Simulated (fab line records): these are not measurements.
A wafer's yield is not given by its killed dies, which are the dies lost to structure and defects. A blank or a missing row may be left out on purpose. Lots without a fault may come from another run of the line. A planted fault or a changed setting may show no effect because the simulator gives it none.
fab line records	flow n5Finfet
[record] lots = 24	wafers = 72	lastDay = 18
route steps=1938 shown BEOL_M2@912 BEOL_M3@949
lots that met no fault: taken from a fault-free run of the same line
startH: the number of hours between the record's first day and the start of the first shown wafer of the lot	waitH: hours from the lot's prior step to this one	" the same as in the row above	L1.1+2: a row that stands for several wafers	- no value present, or no start provided	* or withheld: withheld	< > ~ a bound
route shown NAME@n: names a module that has steps shown in the file, with the first one's number in the route	usual: the fault-free wafers' mean and standard deviation	same: alike in all rows	chamber/n: place in a boat	sites: readings site by site	_std_site: how widely they spread, as a standard deviation	_edge_site: mean of outer sites minus mean of inner sites	radiusMm: how far each site lies from the wafer's centre	mask NAME#n: copy n	behind: the last tool/chamber to shape the wafer	hold: what put the lot on hold/how long, in hours/how the hold closed	device: the transistor (n, p or np) that didn't switch	end of line: the route-end tests of the same wafers	a step given without rows: its recipe and nothing more	killed: count of dies lost to structure and defects at first sort (not the wafer's yield)	map: a wafer's dies, x killed, . not, _ none there
set.NAME: the run value of the setting; set.NAME@STEP: its run value at that earlier step	model.NAME: the simulator's own value behind a step, which no gauge read
the route's steps for a sample of lots (tables are steps, rows are wafers)
services: from which hour (startH, from the record's first day; less than 0 if before it) a tool's chamber was out of use, for how many hours, and why
[[steps]]
[step N5_BEOL_M2_SPUTTER_88]
[recipe] material = Cu	targetThkA = 45	tempC = -20	chamberPressurePa = 0.07	powerW = withheld	timeS = 8.29
[usual] throttleValvePct = 30.0/0.74
lot.wafer	tool	chamber	startH	waitH	throttleValvePct
L074.4	pvdSputter-03	-	140.03	0.1	29.3
L074.5	"	-	"	"	31.6
L074.6	"	-	"	"	30.0
L075.3	pvdSputter-02	-	140.25	0.1	29.8
L075.4	"	-	"	"	29.9
L075.5	"	-	"	"	30.0
L076.2	pvdSputter-01	-	153.45	0.1	30.1
L076.3	"	-	"	"	30.6
L076.4	"	-	"	"	29.0
L077.3	pvdSputter-02	-	162.03	0.1	30.1
L077.4	"	-	"	"	30.3
L077.5	"	-	"	"	30.1
L078.1	pvdSputter-02	-	164.63	0.1	30.1
L078.2	"	-	"	"	29.7
L078.4	"	-	"	"	30.1
L079.1	pvdSputter-02	-	168.12	0.1	29.8
L079.3	"	-	"	"	29.8
L079.4	"	-	"	"	29.8
L080.1	pvdSputter-03	-	176.66	0.1	30.2
L080.2	"	-	"	"	31.5
L080.5	"	-	"	"	30.3
L081.2	pvdSputter-02	-	183.81	0.1	30.0
L081.3	"	-	"	"	29.9
L081.6	"	-	"	"	29.8
L082.1	pvdSputter-02	-	197.37	0.1	29.7
L082.4	"	-	"	"	30.3
L082.5	"	-	"	"	30.2
L083.3	pvdSputter-03	-	202.42	0.1	30.0
L083.5	"	-	"	"	29.9
L083.6	"	-	"	"	30.9
L084.3	pvdSputter-01	-	202.56	0.1	28.6
L084.4	"	-	"	"	30.7
L084.6	"	-	"	"	28.5
L085.1	pvdSputter-01	-	215.85	0.1	28.8
L085.3	"	-	"	"	29.8
L085.5	"	-	"	"	30.0
L086.1	pvdSputter-02	-	216.84	0.1	30.0
L086.2	"	-	"	"	30.2
L086.6	"	-	"	"	29.9
L087.1	pvdSputter-03	-	227.16	0.1	30.2
L087.5	"	-	"	"	31.6
L087.6	"	-	"	"	29.3
L088.1	pvdSputter-01	-	228.31	0.1	28.5
L088.2	"	-	"	"	29.1
L088.5	"	-	"	"	28.6
L090.1	pvdSputter-02	-	236.24	0.1	30.2
L090.4	"	-	"	"	29.8
L090.5	"	-	"	"	29.9
L089.3	pvdSputter-03	-	244.17	0.1	29.0
L089.5	"	-	"	"	29.3
L089.6	"	-	"	"	31.0
L091.2	pvdSputter-01	-	245.86	0.1	30.7
L091.3	"	-	"	"	28.6
L091.5	"	-	"	"	29.9
L092.1	pvdSputter-02	-	251.12	0.1	30.0
L092.4	"	-	"	"	30.4
L092.6	"	-	"	"	29.8
L093.1	pvdSputter-03	-	254.35	0.1	30.0
L093.2	"	-	"	"	31.6
L093.6	"	-	"	"	30.0
L094.3	pvdSputter-02	-	272.60	0.1	29.7
L094.4	"	-	"	"	30.1
L094.6	"	-	"	"	29.9
L095.1	pvdSputter-02	-	278.25	0.1	30.5
L095.5	"	-	"	"	29.8
L095.6	"	-	"	"	30.2
L096.1	pvdSputter-02	-	285.13	0.1	30.1
L096.2	"	-	"	"	29.9
L096.4	"	-	"	"	29.9
L097.3	pvdSputter-03	-	286.81	0.1	30.1
L097.4	"	-	"	"	29.3
L097.6	"	-	"	"	31.8
[step N5_BEOL_M2_ANNEAL_91]
[recipe] tempC = 400	timeS = 240	ambient = vacuum
[usual] heaterPowerW = 911/87
lot.wafer	tool	chamber	startH	waitH	heaterPowerW
L074.4	pvdSputter-03	-	140.33	0.0	840
L074.5	"	-	"	"	908
L074.6	"	-	"	"	992
L075.3	pvdSputter-02	-	140.55	0.0	750
L075.4	"	-	"	"	998
L075.5	"	-	"	"	917
L076.2	pvdSputter-01	-	153.75	0.0	1052
L076.3	"	-	"	"	1013
L076.4	"	-	"	"	855
L077.3	pvdSputter-02	-	162.33	0.0	758
L077.4	"	-	"	"	941
L077.5	"	-	"	"	752
L078.1	pvdSputter-02	-	164.93	0.0	916
L078.2	"	-	"	"	1003
L078.4	"	-	"	"	889
L079.1	pvdSputter-02	-	168.42	0.0	989
L079.3	"	-	"	"	909
L079.4	"	-	"	"	776
L080.1	pvdSputter-03	-	176.96	0.0	977
L080.2	"	-	"	"	926
L080.5	"	-	"	"	987
L081.2	pvdSputter-02	-	184.11	0.0	924
L081.3	"	-	"	"	912
L081.6	"	-	"	"	998
L082.1	pvdSputter-02	-	197.67	0.0	1058
L082.4	"	-	"	"	926
L082.5	"	-	"	"	916
L083.3	pvdSputter-03	-	202.72	0.0	978
L083.5	"	-	"	"	994
L083.6	"	-	"	"	842
L084.3	pvdSputter-01	-	202.86	0.0	849
L084.4	"	-	"	"	1010
L084.6	"	-	"	"	895
L085.1	pvdSputter-01	-	216.15	0.0	845
L085.3	"	-	"	"	1037
L085.5	"	-	"	"	1056
L086.1	pvdSputter-02	-	217.14	0.0	762
L086.2	"	-	"	"	902
L086.6	"	-	"	"	1029
L087.1	pvdSputter-03	-	227.46	0.0	1003
L087.5	"	-	"	"	931
L087.6	"	-	"	"	797
L088.1	pvdSputter-01	-	228.61	0.0	902
L088.2	"	-	"	"	874
L088.5	"	-	"	"	891
L090.1	pvdSputter-02	-	236.54	0.0	754
L090.4	"	-	"	"	893
L090.5	"	-	"	"	897
L089.3	pvdSputter-03	-	244.47	0.0	836
L089.5	"	-	"	"	807
L089.6	"	-	"	"	823
L091.2	pvdSputter-01	-	246.16	0.0	1032
L091.3	"	-	"	"	878
L091.5	"	-	"	"	1011
L092.1	pvdSputter-02	-	251.42	0.0	916
L092.4	"	-	"	"	929
L092.6	"	-	"	"	1016
L093.1	pvdSputter-03	-	254.65	0.0	992
L093.2	"	-	"	"	918
L093.6	"	-	"	"	1013
L094.3	pvdSputter-02	-	272.90	0.0	1018
L094.4	"	-	"	"	919
L094.6	"	-	"	"	1018
L095.1	pvdSputter-02	-	278.55	0.0	912
L095.5	"	-	"	"	1013
L095.6	"	-	"	"	929
L096.1	pvdSputter-02	-	285.43	0.0	905
L096.2	"	-	"	"	1022
L096.4	"	-	"	"	738
L097.3	pvdSputter-03	-	287.11	0.0	1006
L097.4	"	-	"	"	817
L097.6	"	-	"	"	915
[step N5_BEOL_M3_ETCH_63]
[recipe] chemistry = CF4	target = SiARC	targetDepthA = 156	maskMaterial = CAR-EUV	timeS = 26	ionEnergyEv = 80	pressureMtorr = 40	sourceW = 545	biasW = 36	Ar_flow_sccm = 100	cf4FlowSccm = 100	ends = cleared
[usual] drypumpMotorCurrentA = 5.8/0.51	etchRfOnTimeS = 25.9/0.87	oesProductAu = 0.65/0.066	rfVppV = 184.1/1.2	showerheadPlenumPTorr = 2.14/0.069	throttleValvePct = 15.57/0.2
lot.wafer	tool	chamber	startH	waitH	drypumpMotorCurrentA	etchRfOnTimeS	oesProductAu	rfHoursCounterH	rfVppV	showerheadPlenumPTorr	throttleValvePct
L074.4	rieDiel-04	3	147.03	0.0	5.9	27.5	0.58	-	182.0	2.05	15.78
L074.5	"	1	"	"	6.3	26.3	0.62	-	184.7	2.23	15.45
L074.6	"	0	"	"	5.3	26.7	0.64	-	185.1	2.22	15.61
L075.3	rieDiel-02	1	147.22	0.0	5.1	26.0	0.61	216	185.2	2.21	15.49
L075.4	"	3	"	"	6.5	27.8	0.60	-	184.5	2.14	15.67
L075.5	"	2	"	"	6.3	25.4	0.64	-	182.1	2.05	15.59
L076.2	rieDiel-06	1	156.71	0.0	5.4	25.7	0.72	52	185.7	2.17	15.17
L076.3	"	3	"	"	5.2	25.3	0.64	165	182.5	2.04	15.52
L076.4	"	2	"	"	6.2	25.1	0.78	27	183.8	2.10	15.63
L077.3	rieDiel-06	3	166.83	0.0	5.2	25.5	0.63	167	182.6	2.04	15.52
L077.4	"	0	"	"	5.9	25.7	0.62	192	184.5	2.21	15.83
L077.5	"	0	"	"	5.9	25.8	0.62	-	185.6	2.21	15.82
L078.1	rieDiel-04	0	167.59	0.0	5.3	26.6	0.64	149	185.0	2.22	15.62
L078.2	"	1	"	"	6.3	26.0	0.62	194	184.1	2.23	15.45
L078.4	"	2	"	"	4.9	25.4	0.63	196	184.5	2.21	15.65
L079.1	rieDiel-04	3	174.84	0.0	5.9	28.0	0.58	233	184.6	2.04	15.79
L079.3	"	1	"	"	6.3	26.2	0.61	196	184.5	2.23	15.47
L079.4	"	2	"	"	4.9	25.7	0.63	198	185.0	2.21	15.67
L080.1	rieDiel-06	2	182.42	0.0	6.2	25.1	0.77	34	183.3	2.10	15.65
L080.2	"	1	"	"	5.4	26.1	0.71	61	184.2	2.16	15.19
L080.5	"	1	"	"	5.4	26.4	0.71	-	184.3	2.16	15.21
L081.2	rieDiel-04	0	187.33	0.0	5.3	26.2	0.64	154	184.4	2.22	15.63
L081.3	"	1	"	"	6.3	25.9	0.62	199	185.1	2.23	15.47
L081.6	"	1	"	"	6.2	25.9	0.62	-	185.3	2.23	15.47
L082.1	rieDiel-06	2	200.90	0.0	6.1	25.7	0.75	38	182.8	2.09	15.65
L082.4	"	0	"	"	5.9	26.3	0.61	201	184.5	2.21	15.83
L082.5	"	1	"	"	5.4	26.6	0.69	-	185.8	2.16	15.19
L083.3	rieDiel-02	3	206.05	0.0	6.5	27.8	0.59	197	184.1	2.13	15.70
L083.5	"	2	"	"	6.4	25.2	0.63	-	184.1	2.04	15.61
L083.6	"	1	"	"	5.1	25.6	0.60	-	186.5	2.20	15.53
L084.3	rieDiel-06	2	206.08	0.0	6.2	25.6	0.76	39	182.5	2.10	15.67
L084.4	"	1	"	"	5.4	26.0	0.70	67	182.8	2.16	15.21
L084.6	"	3	"	"	5.1	25.4	0.63	-	181.9	2.04	15.52
L085.1	rieDiel-06	2	219.05	0.0	6.1	25.6	0.74	43	184.4	2.09	15.64
L085.3	"	0	"	"	5.9	26.2	0.61	207	186.3	2.20	15.85
L085.5	"	1	"	"	5.4	26.4	0.69	-	183.6	2.16	15.23
L086.1	rieDiel-02	1	221.69	0.0	5.0	25.7	0.60	239	185.9	2.20	15.53
L086.2	"	3	"	"	6.5	27.8	0.59	202	183.3	2.13	15.71
L086.6	"	2	"	"	6.3	25.2	0.62	-	182.1	2.04	15.61
L087.1	rieDiel-06	3	230.89	0.0	5.2	25.8	0.61	184	182.5	2.03	15.54
L087.5	"	1	"	"	5.4	26.7	0.68	-	185.5	2.16	15.23
L087.6	"	0	"	"	5.9	26.3	0.61	-	185.0	2.20	15.87
L088.1	rieDiel-06	0	231.41	0.0	5.9	26.0	0.60	211	186.3	2.20	15.86
L088.2	"	3	"	"	5.2	25.7	0.61	184	183.3	2.03	15.55
L088.5	"	1	"	"	5.4	26.5	0.68	-	184.5	2.16	15.22
L090.1	rieDiel-02	1	240.69	0.0	5.1	25.6	0.59	243	184.2	2.20	15.54
L090.4	"	2	"	"	6.3	25.0	0.62	203	183.1	2.04	15.63
L090.5	"	2	"	"	6.3	24.9	0.62	-	183.6	2.04	15.63
L089.3	rieDiel-04	0	247.66	0.0	5.3	26.6	0.63	173	184.7	2.21	15.66
L089.5	"	0	"	"	5.3	26.8	0.62	-	186.0	2.21	15.67
L089.6	"	2	"	"	4.9	25.6	0.62	-	184.9	2.20	15.71
L091.2	rieDiel-06	2	250.81	0.0	6.2	25.4	0.74	50	184.3	2.09	15.68
L091.3	"	0	"	"	5.9	25.6	0.61	216	186.9	2.20	15.88
L091.5	"	2	"	"	6.2	25.1	0.74	-	184.4	2.09	15.68
L092.1	rieDiel-06	3	254.25	0.0	5.2	25.8	0.61	190	182.7	2.03	15.57
L092.4	"	1	"	"	5.4	26.2	0.68	80	184.7	2.16	15.24
L092.6	"	1	"	"	5.4	26.3	0.69	-	182.2	2.16	15.25
L093.1	rieDiel-02	2	257.47	0.0	6.3	24.9	0.62	209	182.1	2.04	15.63
L093.2	"	3	"	"	6.4	27.6	0.58	213	184.4	2.13	15.71
L093.6	"	1	"	"	5.1	25.8	0.59	-	185.2	2.20	15.55
L094.3	rieDiel-06	2	279.54	0.0	6.2	25.7	0.73	59	183.4	2.09	15.69
L094.4	"	3	"	"	5.2	25.6	0.61	197	182.2	2.03	15.57
L094.6	"	2	"	"	6.2	25.5	0.73	-	182.3	2.09	15.68
L095.1	rieDiel-02	2	285.37	0.0	6.3	25.3	0.62	216	182.6	2.03	15.68
L095.5	"	3	"	"	6.4	27.8	0.58	-	184.1	2.12	15.77
L095.6	"	0	"	"	6.4	24.0	0.80	-	185.9	2.18	15.33
L096.1	rieDiel-02	1	291.16	0.0	5.1	24.7	0.86	1	184.2	2.20	15.01
L096.2	"	0	"	"	6.4	24.0	0.80	42	184.5	2.18	15.32
L096.4	"	2	"	"	6.3	25.0	0.61	219	182.8	2.03	15.67
L097.3	rieDiel-06	1	291.43	0.0	5.4	26.5	0.67	91	184.9	2.15	15.24
L097.4	"	0	"	"	5.9	26.3	0.60	228	185.3	2.20	15.91
L097.6	"	0	"	"	5.9	26.0	0.60	-	184.1	2.20	15.90
[step N5_BEOL_M3_DESCUM_33]
[recipe] chemistry = O2	timeS = 7	sourcePowerW = 50	biasPowerW = 20	pressureMtorr = 20	rfFrequencyHz = 2.712e+07	tempC = 40	resist = CAR-EUV	o2FlowSccm = 225
[usual] drypumpMotorCurrentA = 5.8/0.58	oesProductAu = 0.76/0.096	rfVppV = 243.2/1.4	showerheadPlenumPTorr = 2.10/0.068	throttleValvePct = 20.29/0.27
lot.wafer	tool	chamber	startH	waitH	drypumpMotorCurrentA	oesProductAu	rfHoursCounterH	rfVppV	showerheadPlenumPTorr	throttleValvePct
L074.4	rieDiel-06	0	147.84	0.0	5.9	0.74	186	242.5	2.19	20.78
L074.5	"	1	"	"	5.4	0.86	-	243.5	2.11	19.80
L074.6	"	2	"	"	6.2	0.90	-	242.1	2.02	20.29
L075.3	rieDiel-06	2	148.05	0.0	6.2	0.90	24	243.7	2.03	20.27
L075.4	"	1	"	"	5.4	0.86	49	244.9	2.11	19.82
L075.5	"	2	"	"	6.2	0.89	-	242.8	2.03	20.30
L076.2	rieDiel-02	1	157.53	0.0	5.1	0.70	219	243.9	2.15	20.18
L076.3	"	0	"	"	6.4	0.99	3	246.6	2.16	20.08
L076.4	"	3	"	"	6.4	0.72	183	244.0	2.04	20.16
L077.3	rieDiel-04	2	167.81	0.1	4.9	0.73	196	244.3	2.17	20.40
L077.4	"	0	"	"	5.3	0.76	149	243.9	2.16	20.33
L077.5	"	3	"	"	5.9	0.68	-	242.6	1.98	20.44
L078.1	rieDiel-02	2	168.43	0.0	6.3	0.74	181	241.6	2.03	20.64
L078.2	"	3	"	"	6.4	0.71	186	241.6	2.04	20.15
L078.4	"	0	"	"	6.4	0.98	6	244.3	2.16	20.08
L079.1	rieDiel-02	1	175.77	0.1	5.1	0.69	225	245.4	2.15	20.18
L079.3	"	0	"	"	6.4	0.98	8	243.4	2.16	20.07
L079.4	"	3	"	"	6.5	0.71	188	241.3	2.04	20.16
L080.1	rieDiel-02	2	183.23	0.0	6.3	0.74	185	242.0	2.03	20.63
L080.2	"	1	"	"	5.0	0.68	227	244.9	2.15	20.19
L080.5	"	3	"	"	6.4	0.71	-	241.2	2.04	20.17
L081.2	rieDiel-02	0	188.23	0.0	6.4	0.96	11	242.8	2.16	20.08
L081.3	"	2	"	"	6.3	0.73	187	241.1	2.03	20.63
L081.6	"	2	"	"	6.3	0.74	-	242.0	2.03	20.65
L082.1	rieDiel-02	0	201.71	0.0	6.4	0.95	15	242.9	2.16	20.10
L082.4	"	2	"	"	6.3	0.73	191	241.7	2.03	20.62
L082.5	"	3	"	"	6.5	0.70	-	242.0	2.04	20.18
L083.3	rieDiel-02	3	206.88	0.0	6.5	0.71	197	244.2	2.04	20.17
L083.5	"	1	"	"	5.1	0.70	-	243.6	2.14	20.18
L083.6	"	2	"	"	6.3	0.74	-	242.2	2.03	20.64
L084.3	rieDiel-04	2	206.93	0.0	4.9	0.71	208	245.6	2.17	20.41
L084.4	"	1	"	"	6.3	0.71	205	245.1	2.14	19.99
L084.6	"	2	"	"	4.8	0.72	-	244.9	2.17	20.42
L085.1	rieDiel-04	3	219.99	0.0	5.9	0.68	245	241.7	1.98	20.45
L085.3	"	2	"	"	4.9	0.70	212	246.0	2.17	20.41
L085.5	"	1	"	"	6.2	0.70	-	244.1	2.14	19.99
L086.1	rieDiel-04	1	222.53	0.0	6.2	0.70	210	242.7	2.14	19.98
L086.2	"	3	"	"	5.9	0.67	246	240.3	1.98	20.45
L086.6	"	3	"	"	5.8	0.67	-	240.7	1.98	20.47
L087.1	rieDiel-06	2	231.83	0.0	6.2	0.86	46	243.0	2.02	20.30
L087.5	"	0	"	"	5.9	0.72	-	244.2	2.18	20.81
L087.6	"	3	"	"	5.2	0.70	-	243.2	2.01	20.53
L088.1	rieDiel-02	3	232.35	0.0	6.5	0.70	205	242.7	2.04	20.20
L088.2	"	0	"	"	6.4	0.93	24	244.8	2.15	20.10
L088.5	"	0	"	"	6.4	0.93	-	243.5	2.15	20.09
L090.1	rieDiel-06	0	241.63	0.0	5.9	0.72	214	243.6	2.18	20.82
L090.4	"	3	"	"	5.2	0.70	187	242.4	2.01	20.52
L090.5	"	0	"	"	5.9	0.71	-	243.9	2.18	20.83
L089.3	rieDiel-06	2	248.60	0.0	6.2	0.85	50	242.8	2.02	20.33
L089.5	"	1	"	"	5.4	0.82	-	244.1	2.10	19.86
L089.6	"	2	"	"	6.2	0.85	-	241.5	2.02	20.32
L091.2	rieDiel-02	0	251.75	0.0	6.4	0.92	30	243.8	2.15	20.11
L091.3	"	2	"	"	6.3	0.72	207	241.4	2.02	20.68
L091.5	"	3	"	"	6.4	0.70	-	242.6	2.03	20.19
L092.1	rieDiel-04	2	255.27	0.1	4.9	0.69	224	245.3	2.16	20.42
L092.4	"	2	"	"	4.9	0.71	-	243.2	2.16	20.44
L092.6	"	1	"	"	6.3	0.69	-	244.7	2.14	20.01
L093.1	rieDiel-04	2	258.96	0.5	4.9	0.70	226	244.7	2.16	20.43
L093.2	"	0	"	"	5.3	0.74	178	245.1	2.15	20.36
L093.6	"	0	"	"	5.3	0.73	-	244.4	2.15	20.36
L094.3	rieDiel-04	2	280.37	0.0	4.9	0.69	232	244.6	2.16	20.44
L094.4	"	0	"	"	5.3	0.72	184	244.9	2.15	20.37
L094.6	"	0	"	"	5.3	0.72	-	244.3	2.15	20.37
L095.1	rieDiel-06	0	286.19	0.0	5.9	0.71	226	243.2	2.18	20.83
L095.5	"	1	"	"	5.4	0.80	-	242.8	2.09	19.86
L095.6	"	0	"	"	5.9	0.70	-	245.1	2.18	20.83
L096.1	rieDiel-02	3	292.03	0.0	6.4	0.68	224	242.3	2.03	20.22
L096.2	"	1	"	"	5.1	0.99	1	244.4	2.14	19.69
L096.4	"	2	"	"	6.3	0.71	220	242.9	2.02	20.68
L097.3	rieDiel-02	3	292.25	0.0	6.4	0.69	224	243.3	2.03	20.22
L097.4	"	1	"	"	5.1	0.99	1	244.8	2.14	19.69
L097.6	"	1	"	"	5.1	0.99	-	243.2	2.14	19.71
[step N5_BEOL_M3_OCD_MEAS_38]
[usual] trenchDepthNm = 55.3/1.7
lot.wafer	tool	chamber	startH	waitH	trenchDepthNm
L074.4	ocd-01	-	149.87	-	52.4
L074.5	"	-	"	"	52.6
L074.6	"	-	"	"	57.0
L075.3	ocd-02	-	149.96	-	56.6
L075.4	"	-	"	"	56.6
L075.5	"	-	"	"	55.2
L076.2	ocd-01	-	159.24	-	52.5
L076.3	"	-	"	"	54.9
L076.4	"	-	"	"	56.1
L077.3	ocd-01	-	169.91	-	56.1
L077.4	"	-	"	"	55.4
L077.5	"	-	"	"	51.2
L078.1	ocd-02	-	174.96	-	51.5
L078.2	"	-	"	"	55.0
L078.4	"	-	"	"	56.3
L080.1	ocd-01	-	186.68	-	54.6
L080.2	"	-	"	"	54.0
L080.5	"	-	"	"	54.8
L079.1	ocd-02	-	186.74	-	56.5
L079.3	"	-	"	"	54.8
L079.4	"	-	"	"	56.1
L081.2	ocd-02	-	189.82	-	56.8
L081.3	"	-	"	"	51.6
L081.6	"	-	"	"	51.8
L082.1	ocd-01	-	205.13	-	52.5
L082.4	"	-	"	"	58.8
L082.5	"	-	"	"	58.9
L083.3	ocd-01	-	208.34	-	52.0
L083.5	"	-	"	"	55.3
L083.6	"	-	"	"	57.9
L084.3	ocd-02	-	208.38	-	55.0
L084.4	"	-	"	"	55.9
L084.6	"	-	"	"	54.9
L085.1	ocd-01	-	221.67	-	55.7
L085.3	"	-	"	"	52.2
L085.5	"	-	"	"	57.0
L086.1	ocd-01	-	224.65	-	54.6
L086.2	"	-	"	"	55.7
L086.6	"	-	"	"	54.8
L087.1	ocd-01	-	235.00	-	55.2
L087.5	"	-	"	"	54.8
L087.6	"	-	"	"	55.7
L088.1	ocd-01	-	240.18	-	55.4
L088.2	"	-	"	"	55.4
L088.5	"	-	"	"	54.9
L090.1	ocd-02	-	246.03	-	55.6
L090.4	"	-	"	"	52.5
L090.5	"	-	"	"	55.3
L089.3	ocd-02	-	259.77	-	57.9
L089.5	"	-	"	"	56.9
L089.6	"	-	"	"	55.4
L091.2	ocd-02	-	268.50	-	51.8
L091.3	"	-	"	"	56.7
L091.5	"	-	"	"	57.5
L092.1	ocd-01	-	268.55	-	53.9
L092.4	"	-	"	"	53.9
L092.6	"	-	"	"	56.0
L093.1	ocd-02	-	270.28	-	53.9
L093.2	"	-	"	"	54.9
L093.6	"	-	"	"	54.5
L094.3	ocd-02	-	284.44	-	55.4
L094.4	"	-	"	"	56.4
L094.6	"	-	"	"	56.5
L095.1	ocd-01	-	289.88	-	56.3
L095.5	"	-	"	"	56.3
L095.6	"	-	"	"	54.7
L097.3	ocd-02	-	292.94	-	55.7
L097.4	"	-	"	"	57.2
L097.6	"	-	"	"	51.9
L096.1	ocd-01	-	298.14	-	55.3
L096.2	"	-	"	"	55.5
L096.4	"	-	"	"	54.9
[step N5_BEOL_M3_SPUTTER_48]
[recipe] material = Cu	targetThkA = 45	tempC = -20	chamberPressurePa = 0.07	powerW = withheld	timeS = 8.29
[usual] throttleValvePct = 30.0/0.83
lot.wafer	tool	chamber	startH	waitH	throttleValvePct
L074.4	pvdSputter-01	-	150.73	0.0	28.6
L074.5	"	-	"	"	30.6
L074.6	"	-	"	"	30.0
L075.3	pvdSputter-03	-	150.96	0.2	31.5
L075.4	"	-	"	"	29.2
L075.5	"	-	"	"	29.7
L076.2	pvdSputter-03	-	161.03	0.3	30.3
L076.3	"	-	"	"	31.7
L076.4	"	-	"	"	30.0
L077.3	pvdSputter-02	-	172.53	0.1	30.0
L077.4	"	-	"	"	30.1
L077.5	"	-	"	"	29.8
L078.1	pvdSputter-01	-	179.35	2.9	28.5
L078.2	"	-	"	"	29.0
L078.4	"	-	"	"	30.3
L080.1	pvdSputter-02	-	187.87	0.1	30.0
L080.2	"	-	"	"	29.7
L080.5	"	-	"	"	29.9
L079.1	pvdSputter-01	-	189.57	1.7	30.1
L079.3	"	-	"	"	30.6
L079.4	"	-	"	"	28.7
L081.2	pvdSputter-02	-	192.51	1.5	29.9
L081.3	"	-	"	"	29.6
L081.6	"	-	"	"	30.4
L082.1	pvdSputter-03	-	206.09	0.1	31.1
L082.4	"	-	"	"	29.1
L082.5	"	-	"	"	31.1
L083.3	pvdSputter-02	-	209.74	0.3	30.5
L083.5	"	-	"	"	30.1
L083.6	"	-	"	"	29.8
L084.3	pvdSputter-02	-	211.66	1.6	30.0
L084.4	"	-	"	"	30.1
L084.6	"	-	"	"	30.0
L085.1	pvdSputter-03	-	222.68	0.3	31.1
L085.3	"	-	"	"	30.1
L085.5	"	-	"	"	29.1
L086.1	pvdSputter-02	-	225.99	0.1	29.9
L086.2	"	-	"	"	30.0
L086.6	"	-	"	"	30.1
L087.1	pvdSputter-01	-	238.36	0.1	30.5
L087.5	"	-	"	"	30.9
L087.6	"	-	"	"	28.7
L088.1	pvdSputter-01	-	241.20	0.1	30.7
L088.2	"	-	"	"	28.4
L088.5	"	-	"	"	28.6
L090.1	pvdSputter-01	-	247.53	0.1	29.8
L090.4	"	-	"	"	28.5
L090.5	"	-	"	"	28.8
L089.3	pvdSputter-03	-	260.57	0.1	31.0
L089.5	"	-	"	"	29.1
L089.6	"	-	"	"	31.9
L091.2	pvdSputter-03	-	269.30	0.1	30.1
L091.3	"	-	"	"	31.4
L091.5	"	-	"	"	29.9
L092.1	pvdSputter-01	-	270.15	0.6	28.7
L092.4	"	-	"	"	30.3
L092.6	"	-	"	"	30.6
L093.1	pvdSputter-03	-	271.58	0.1	29.3
L093.2	"	-	"	"	31.2
L093.6	"	-	"	"	31.1
L094.3	pvdSputter-01	-	285.83	0.1	29.0
L094.4	"	-	"	"	30.1
L094.6	"	-	"	"	30.7
L095.1	pvdSputter-02	-	291.03	0.1	29.8
L095.5	"	-	"	"	30.0
L095.6	"	-	"	"	29.8
L097.3	pvdSputter-01	-	296.22	1.9	28.5
L097.4	"	-	"	"	30.0
L097.6	"	-	"	"	28.9
L096.1	pvdSputter-02	-	300.84	1.7	30.0
L096.2	"	-	"	"	30.3
L096.4	"	-	"	"	29.8
[[services]]
tool	chamber	startH	hours	kind
rieDiel-02	0	133.14	-	clean
rieDiel-02	0	133.14	-	consumableReplace:focusRing
rieDiel-02	0	133.14	16.0	scheduledDown
rieDiel-02	0	133.14	16.0	ventCycle
rieDiel-04	2	140.05	19.5	repair
pvdSputter-03	-	155.67	1.6	repair
pvdSputter-01	-	176.49	2.6	repair
rieDiel-04	3	180.80	1.6	repair
rieDiel-02	1	222.31	5.3	repair
pvdSputter-01	-	234.69	2.1	repair
rieDiel-04	3	237.79	-	clean
rieDiel-04	3	237.79	-	consumableReplace:focusRing
rieDiel-04	3	237.79	-	consumableReplace:showerhead
rieDiel-04	3	237.79	23.2	scheduledDown
rieDiel-04	3	237.79	23.2	ventCycle
pvdSputter-01	-	256.70	7.0	repair
rieDiel-02	1	267.30	-	clean
rieDiel-02	1	267.30	-	consumableReplace:esc
rieDiel-02	1	267.30	-	consumableReplace:focusRing
rieDiel-02	1	267.30	22.7	scheduledDown
rieDiel-02	1	267.30	22.7	ventCycle
[[key]]
fault none
